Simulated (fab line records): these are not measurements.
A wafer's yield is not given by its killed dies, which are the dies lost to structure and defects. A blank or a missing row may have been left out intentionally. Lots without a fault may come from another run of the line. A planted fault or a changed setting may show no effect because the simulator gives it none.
The tool behind it: which one? :: flow nand_harc :: route of 1302 steps, sampled at 1 step: 12 lots, 36 wafers

WHAT EACH GAUGE READ, for each wafer
NHARC_A_SOURCE_PLATE_THK_MEAS_09: measures by ellipsometry.
lot: L075
measured: day 7 12:08
on: film_metro-02
thk_nm (nm): 10.8 8.7 9.1

lot: L077
measured: day 8 06:32
on: film_metro-01
thk_nm (nm): 8.7 10.6 11.0

lot: L080
measured: day 9 08:56
on: film_metro-02
thk_nm (nm): 10.1 10.5 9.5

lot: L081
measured: day 9 23:50
on: film_metro-01
thk_nm (nm): 9.3 8.1 10.4

lot: L083
measured: day 11 00:08
on: film_metro-01
thk_nm (nm): 7.7 10.1 9.8

lot: L085
measured: day 11 16:53
on: film_metro-02
thk_nm (nm): 8.8 8.3 9.6

lot: L087
measured: day 12 11:14
on: film_metro-01
thk_nm (nm): 8.6 11.2 10.3

lot: L088
measured: day 13 04:44
on: film_metro-02
thk_nm (nm): 10.0 9.7 9.9

lot: L091
measured: day 14 05:08
on: film_metro-01
thk_nm (nm): 9.6 10.0 9.6

lot: L093
measured: day 14 20:35
on: film_metro-01
thk_nm (nm): 9.4 9.4 11.3

lot: L095
measured: day 15 15:53
on: film_metro-02
thk_nm (nm): 11.0 9.5 8.0

lot: L097
measured: day 16 20:33
on: film_metro-01
thk_nm (nm): 9.1 9.6 11.5

WHICH TOOL RAN EACH LOT (tool, then ch and the chambers of the sampled wafers, then the start)
There is no process step in the record ahead of these readings.

THE ANSWER, worked out from the rows above alone
Rule: what is usual is taken from the lots themselves. The widest of any qualifying gaps counts: lots, ordered by their means at a reading, are off when they make up no more than a third of the lots, leave a main group of 4 or more, and stand apart from it by 3 or more times the standard deviation of that group's means. The tables above print the reading to a certain number of digits; a main group whose means all agree to those digits is not used. A lot without any number at a reading at which 4 lots or more have one is off too. The other lots that the step has rows for count as sound.
Across all readings shown, no lot is off: no conclusion can be drawn from this.

WHAT THE SIMULATOR PUT IN
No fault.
